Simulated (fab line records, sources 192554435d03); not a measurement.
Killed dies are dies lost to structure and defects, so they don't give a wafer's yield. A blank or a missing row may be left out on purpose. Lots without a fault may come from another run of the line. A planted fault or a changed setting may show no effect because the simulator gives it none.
Split-lot experiment | flow n5_finfet | 7 lots, 39 wafers read, on a route of 1938 steps

THE SPLIT
At N5_SD_EPI_N_ETCH_16 (etches SiO2 in CHF3/O2, target depth 5 nm), the setting target_depth_a was moved away from the recipe's 50 angstrom on 9 of the 39 wafers read, by -25.1% to +32.3%. The other wafers ran this setting at the recipe's value.

The reading is taken at the split's own step.

THE READING
etch.depth_nm (the simulator's own value, which no gauge read), in nm, at N5_SD_EPI_N_ETCH_16 (etches SiO2 in CHF3/O2, target depth 5 nm). The file gives no usual value for it. The 30 wafers here that ran the recipe average 4.977 nm, standard deviation 0.099 nm.

wafer  | tool, chamber at the split | target_depth_a as run, angstrom | against the recipe | etch.depth_nm, nm | against lot-mates on the recipe
L076.1 | rie_diel-01, 3             | 50                              | recipe             | 5.095             | -
L076.2 | rie_diel-01, 2             | 50                              | recipe             | 5.074             | -
L076.3 | rie_diel-01, 0             | 50                              | recipe             | 4.872             | -
L076.4 | rie_diel-01, 1             | 50                              | recipe             | 4.905             | -
L076.5 | rie_diel-01, 2             | 50                              | recipe             | 5.071             | -
L076.6 | rie_diel-01, 3             | 50                              | recipe             | 5.107             | -
L078.1 | rie_diel-02, 0             | 50                              | recipe             | 4.915             | -
L078.2 | rie_diel-02, 3             | 50                              | recipe             | 4.837             | -
L078.3 | rie_diel-02, 1             | 50                              | recipe             | 5.1               | -
L078.4 | rie_diel-02, 2             | 50                              | recipe             | 4.887             | -
L078.5 | rie_diel-02, 2             | 50                              | recipe             | 4.871             | -
L078.6 | rie_diel-02, 3             | 50                              | recipe             | 4.81              | -
L083.1 | rie_diel-01, 0             | 37.55                           | -24.9%             | 3.733             | -1.347
L083.2 | rie_diel-01, 3             | 50                              | recipe             | 5.082             | -
L083.3 | rie_diel-01, 1             | 50                              | recipe             | 5.011             | -
L083.4 | rie_diel-01, 2             | 37.55                           | -24.9%             | 3.857             | -1.223
L083.5 | rie_diel-01, 2             | 50                              | recipe             | 5.148             | -
L083.6 | rie_diel-01, 1             | 37.55                           | -24.9%             | 3.781             | -1.299
L084.1 | rie_diel-02, 2             | 37.43                           | -25.1%             | 3.689             | -1.258
L084.2 | rie_diel-02, 1             | 37.43                           | -25.1%             | 3.798             | -1.149
L084.3 | rie_diel-02, 3             | 50                              | recipe             | 4.944             | -
L084.4 | rie_diel-02, 0             | 50                              | recipe             | 5.005             | -
L084.5 | rie_diel-02, 3             | 37.43                           | -25.1%             | 3.691             | -1.256
L084.6 | rie_diel-02, 2             | 50                              | recipe             | 4.893             | -
L093.1 | rie_diel-01, 2             | 66.15                           | +32.3%             | 6.717             | +1.699
L093.2 | rie_diel-01, 1             | 66.15                           | +32.3%             | 6.634             | +1.616
L093.3 | rie_diel-01, 0             | 50                              | recipe             | 4.937             | -
L093.4 | rie_diel-01, 3             | 66.15                           | +32.3%             | 6.725             | +1.707
L093.5 | rie_diel-01, 1             | 50                              | recipe             | 5.039             | -
L093.6 | rie_diel-01, 2             | 50                              | recipe             | 5.079             | -
L094.1 | rie_diel-02, 3             | 50                              | recipe             | 4.893             | -
L094.2 | rie_diel-02, 1             | 50                              | recipe             | 5.021             | -
L094.3 | rie_diel-02, 2             | 50                              | recipe             | 4.887             | -
L094.4 | rie_diel-02, 0             | 50                              | recipe             | 4.985             | -
L094.5 | rie_diel-02, 2             | 50                              | recipe             | 4.86              | -
L094.6 | rie_diel-02, 3             | 50                              | recipe             | 4.833             | -
L096.3 | rie_diel-04, 0             | 50                              | recipe             | 5.088             | -
L096.5 | rie_diel-04, 2             | 50                              | recipe             | 4.977             | -
L096.6 | rie_diel-04, 0             | 50                              | recipe             | 5.086             | -

THE FIT
A straight line over all 39 wafers: etch.depth_nm changes by +0.0508 nm for each +1% of target_depth_a; r = +0.99; the points scatter about the line by 0.096 nm.
The same after taking each lot's own level away (the mean of its wafers on the recipe; 39 wafers): +0.051 nm for each +1%; r = +0.99; scatter 0.074 nm.
On that fit, the largest move of target_depth_a shifts the reading by 1.6 nm.
The lots' own levels span 4.9033 to 5.0803 nm, that is 1.8 times the standard deviation above.
So the lot-to-lot level changes the slope little: the two slopes agree.
Check: with one of the wafers moved furthest among these (+32.3%) left out of the fit, the line predicts +1.64 nm for it against its lot-mates. It came out at +1.7 nm against them.

OTHER SPLITS ON THESE WAFERS
These wafers also went through other splits before the reading. Each is held against what the fit with the lots' levels taken away leaves over:
other split on the same wafers          | wafers away from the commonest value | r with etch.depth_nm (lot level and that fit taken away)
N5_FIN_SAQP_SPACER2_ALD_28 target_thk_a | 15                                   | +0.11

THE FILE'S OWN FIT
etch.depth_nm changes by +0.0509 nm for each +1% of target_depth_a, r = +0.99.
